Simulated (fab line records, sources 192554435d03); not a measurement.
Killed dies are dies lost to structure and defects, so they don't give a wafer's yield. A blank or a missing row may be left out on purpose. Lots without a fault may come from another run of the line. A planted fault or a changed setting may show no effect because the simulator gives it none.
Problem report in the 8D (eight disciplines) form, filled by code | flow n5_finfet | the parts of the form that need people (team, actions taken, sign-off) are left out

1. THE PROBLEM
killed_at_M0_to_M3 at N5_PASSIVATION_PROBE_49 reads a mean of 150 on 1 wafer of 1 lot; wafers without a fault read 32 with a standard deviation of 10. That is +12 standard deviations from the usual mean.
First seen on wafer L173.1, day 15 01:00, on prober-02. The record holds 24 wafers of 8 lots with a number at this step. Rule for "out", or "out of limits": more than 4 standard deviations from the usual mean. The other wafers with a number count as sound.

2. WHAT IT IS AND WHAT IT IS NOT
question                    | is                                                                                                      | is not
which readings at this step | killed_at_M0_to_M3, defect_limited_yield, killed_dies, sort_bin_5_function, sort_n_pass, sort_yield_pct | killed_at_M4_up, killed_at_contacts, killed_at_front_end, killed_at_other, killed_open, killed_short, sort_bin_4_leakage, sort_bin_6_memory, sort_bin_8_speed
which lots                  | L173                                                                                                    | L163, L165, L168, L176, L178, L182, L184
which wafers of those lots  | L173.1                                                                                                  | L173.2, L173.6
read on which tools         | prober-02                                                                                               | prober-01
when                        | from day 15 01:00                                                                                       | up to then (9 sound wafers); but 14 sound wafers of L173, L176, L178, L182, L184 came after

3. SUSPECTS, AND WHAT RULES EACH OUT
Counting: a tool at a process step up to the reading stays a suspect if it ran every lot that is out. Sound lots after the first of them don't rule it out here, since some wafers of a struck lot are sound.
- wet_bench-04 at N5_BEOL_M1_PRECLEAN_42 (cleans in residue remover, time 60 s): kept. It ran the lot that is out, L173 (day 8 18:31); its last sound lot up to then is L168 (day 7 23:58).
- rie_diel-05 at N5_MIM_BOT_ETCH_ETCH_04 (etches SiNx in CF4/O2, target depth 26 nm, time 13 s): kept. It ran the lot that is out, L173 (day 14 16:10).
- pecvd-04 at N5_PASSIVATION_PECVD_01 (deposits SiNx from SiH4/NH3/N2, target thk 200 nm, time 43.2 s): kept. It ran the lot that is out, L173 (day 14 17:01); its last sound lot up to then is L165 (day 12 16:23).
- rie_diel-04 at N5_PASSIVATION_PASS_ETCH_74 (etches SiNx in CF4/O2, target depth 220 nm, time 110 s): kept. It ran the lot that is out, L173 (day 14 18:16); its last sound lot up to then is L168 (day 13 21:57).
- prober-02 at N5_PASSIVATION_PROBE_49: kept. It ran the lot that is out, L173 (day 15 01:00); its last sound lot up to then is L165 (day 13 01:07). Its own readings are out on those wafers: defect_limited_yield, killed_at_M0_to_M3, killed_dies, sort_bin_5_function, sort_n_pass, sort_yield_pct.
- Within rie_diel-05 at N5_MIM_BOT_ETCH_ETCH_04: the wafers that are out ran in chamber 1; their sound lot-mates ran in chambers 0, 3.
- Within rie_diel-04 at N5_PASSIVATION_PASS_ETCH_74: the wafers that are out ran in chamber 2; their sound lot-mates ran in chambers 1, 3.
Left after counting: wet_bench-04 at N5_BEOL_M1_PRECLEAN_42, rie_diel-05 at N5_MIM_BOT_ETCH_ETCH_04, pecvd-04 at N5_PASSIVATION_PECVD_01, rie_diel-04 at N5_PASSIVATION_PASS_ETCH_74, prober-02 at N5_PASSIVATION_PROBE_49.

4. THE CAUSE (what the simulator had put in)
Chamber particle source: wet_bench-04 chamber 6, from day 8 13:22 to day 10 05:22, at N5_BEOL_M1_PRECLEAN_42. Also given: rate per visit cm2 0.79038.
Counting left 5 suspects, and this tool is among them.

5. THE CHAIN OF EFFECTS, in route order
Each row: a reading whose mean over the struck wafers that have a number lies more than 3 standard deviations from the usual. Only readings for which the record gives a usual standard deviation are gone through. hours: the time from each lot's start at the first step in this table that gives one to its start at this step, as a median over the lots. sigmas: the change in usual standard deviations.
hours | step                    | reading              | usual  | on struck wafers | change | sigmas
0     | N5_PASSIVATION_PROBE_49 | defect_limited_yield | 91.7 % | 82.6             | -9.1   | -6.1
0     | N5_PASSIVATION_PROBE_49 | killed_at_M0_to_M3   | 32     | 150              | +118   | +12
0     | N5_PASSIVATION_PROBE_49 | killed_dies          | 98     | 205              | +107   | +5.9
0     | N5_PASSIVATION_PROBE_49 | sort_bin_5_function  | 4.9 %  | 11.4             | +6.5   | +7.1
0     | N5_PASSIVATION_PROBE_49 | sort_n_pass          | 1082   | 975              | -107   | -5.9
0     | N5_PASSIVATION_PROBE_49 | sort_yield_pct       | 91.7 % | 82.6             | -9.1   | -6.1
The process steps in it:
- N5_PASSIVATION_PROBE_49

6. WHAT WOULD HAVE CAUGHT IT SOONER
In this record the first reading out of limits was taken at day 15 01:00, 156 hours after the fault began at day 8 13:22.
All the lots that are out (1) had begun N5_BEOL_M1_PRECLEAN_42 on wet_bench-04 by day 15 01:00. A hold on the tool at that time would have spared none of them.
